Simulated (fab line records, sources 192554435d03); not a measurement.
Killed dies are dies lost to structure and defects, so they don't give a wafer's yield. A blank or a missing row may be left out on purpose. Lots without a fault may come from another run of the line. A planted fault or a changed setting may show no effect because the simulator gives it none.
Chamber matching | flow n5_finfet | N5_BEOL_M0_SAQP_DESCUM_19 on rie_diel-01: 4 sister chambers
The step chemistry O2, time 7.9 s. 8 wafers are shown with their chamber, then 8 later ones without.

WAFERS WITH THEIR CHAMBER
wafer  | chamber | drypump_motor_current_A (A) | oes_product_au (a.u.)
L082.1 | 0       | 5.3                         | 0.83
L082.5 | 2       | 5.9                         | 0.86
L083.3 | 0       | 5.3                         | 0.83
L083.6 | 3       | 5.8                         | 0.74
L084.2 | 2       | 5.9                         | 0.86
L084.3 | 1       | 6.4                         | 0.73
L084.5 | 3       | 5.7                         | 0.74
L085.3 | 1       | 6.4                         | 0.72

WAFERS WITHOUT THEIR CHAMBER
wafer  | drypump_motor_current_A (A) | oes_product_au (a.u.)
L085.4 | 5.3                         | 0.82
L085.5 | 5.7                         | 0.74
L094.1 | 5.3                         | 0.81
L094.3 | 6.4                         | 0.71
L094.4 | 5.7                         | 0.73
L095.3 | 5.3                         | 0.80
L095.4 | 5.9                         | 0.83
L095.6 | 5.7                         | 0.73

WHICH CHAMBER EACH WENT THROUGH
wafer  | from the rows above | in truth
L085.4 | 0                   | 0
L085.5 | 3                   | 3
L094.1 | 0                   | 0
L094.3 | 1                   | 1
L094.4 | 3                   | 3
L095.3 | 0                   | 0
L095.4 | 2                   | 2
L095.6 | 3                   | 3
Placed correctly: 8 of 8. Can't be placed from these rows: 0. Placed wrongly: 0.
How it was worked out, from the rows above alone: a wafer's distance from a chamber is the root of the sum, over the readings, of the square of ((its reading less the chamber's mean) divided by the reading's scatter). The wafer belongs to the nearest chamber; if the next one is less than 2 further off, it can't be placed. A chamber's mean is the mean of its shown wafers. The scatter: the root of (the sum of the squares of (reading less its chamber's mean) over the shown wafers, divided by (wafers less chambers)).
